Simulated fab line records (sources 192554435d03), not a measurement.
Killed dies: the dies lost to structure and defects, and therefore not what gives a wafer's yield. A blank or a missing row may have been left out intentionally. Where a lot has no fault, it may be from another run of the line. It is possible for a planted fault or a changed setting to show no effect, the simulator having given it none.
Which tool was responsible? ; flow n5-finfet ; 8 lots with 24 wafers sampled at 5 steps, on a route of 1938 steps

== WHAT THE GAUGES READ, wafer by wafer ==
N5_BEOL_M4_RC_MEAS_101.
lot;measured;on;DIBL_N (mV/V)
L483;day 10 18:31;prober-02;37.4 37.6 37.8
L488;day 11 17:19;prober-01;35.0 36.0 35.3
L489;day 12 11:01;prober-01;39.9 36.8 38.7
L490;day 12 14:11;prober-02;34.3 34.9 35.4
L494;day 13 18:05;prober-02;39.0 37.2 37.0
L495;day 13 23:07;prober-02;34.7 34.6 33.9
L497;day 14 05:38;prober-01;37.2 38.5 36.9
L498;day 14 15:42;prober-02;37.2 36.8 35.9

== WHICH TOOL RAN EACH LOT (tool, then ch and the chambers of the sampled wafers, then the start) ==
lot;N5_SD_EPI_P_ETCH_36;N5_SD_EPI_P_ETCH_47;N5_SD_EPI_P_ETCH_16;N5_SD_EPI_P_WET_ETCH_45
L483;rie-diel-01 ch 1,2,3, day 4 23:52;rie-diel-01 ch 1,2,3, day 5 00:21;rie-diel-01 ch 1,2,3, day 5 00:27;wet-bench-02 ch 0,1,5, day 5 00:37
L488;rie-diel-04 ch 1,2,3, day 6 10:53;rie-diel-04 ch 1,2,3, day 6 11:22;rie-diel-04 ch 1,2,3, day 6 11:28;wet-bench-04 ch 0,1,7, day 6 11:38
L489;rie-diel-06 ch 0,1,3, day 6 13:55;rie-diel-06 ch 0,1,3, day 6 14:23;rie-diel-06 ch 0,1,3, day 6 14:29;wet-bench-04 ch 3,6,7, day 6 14:40
L490;rie-diel-01 ch 1,3, day 6 17:57;rie-diel-01 ch 1,3, day 6 18:26;rie-diel-01 ch 1,3, day 6 18:32;wet-bench-02 ch 4,6,7, day 6 18:41
L494;rie-diel-06 ch 1,2,3, day 7 17:00;rie-diel-06 ch 1,2,3, day 7 17:29;rie-diel-06 ch 1,2,3, day 7 17:35;wet-bench-04 ch 3,4,5, day 7 17:45
L495;rie-diel-06 ch 0,1, day 8 01:26;rie-diel-06 ch 0,1, day 8 01:55;rie-diel-06 ch 0,1, day 8 02:01;wet-bench-02 ch 1,3,5, day 8 02:11
L497;rie-diel-01 ch 1,2,3, day 8 11:55;rie-diel-01 ch 1,2,3, day 8 12:24;rie-diel-01 ch 1,2,3, day 8 12:30;wet-bench-01 ch 2,3,6, day 8 12:40
L498;rie-diel-04 ch 1,2,3, day 8 20:50;rie-diel-04 ch 1,2,3, day 8 21:20;rie-diel-04 ch 1,2,3, day 8 21:26;wet-bench-04 ch 0,1,7, day 8 21:35
- N5_SD_EPI_P_ETCH_36: etches SiARC in CF4, target depth 45.5 nm, time 75.8 s.
- N5_SD_EPI_P_ETCH_47: etches SiOCN in CH3F/O2, target depth 25 nm.
- N5_SD_EPI_P_ETCH_16: etches SiO2 in CHF3/O2, target depth 5 nm.
- N5_SD_EPI_P_WET_ETCH_45: etches SiO2 in dHF, time 10.7 s, target depth 2 nm, rinse time 30 s.

== THE ANSWER, worked out from the rows above alone ==
Rule: the lots themselves supply what counts as usual. The widest of any qualifying gaps counts: lots, ordered by their means at a reading, are off when they make up no more than a third of the lots, leave a main group of 4 or more, and stand apart from it by 3 or more times the standard deviation of that group's means. Not used: any main group whose means are identical at the precision the tables above print for the reading. Also off: a lot with no number at a reading for which 4 or more lots have one. Where the step has rows for the other lots, those lots are counted as sound.
None of the lots is off at any reading shown; this tells nothing.

== WHAT THE SIMULATOR HAD INSERTED ==
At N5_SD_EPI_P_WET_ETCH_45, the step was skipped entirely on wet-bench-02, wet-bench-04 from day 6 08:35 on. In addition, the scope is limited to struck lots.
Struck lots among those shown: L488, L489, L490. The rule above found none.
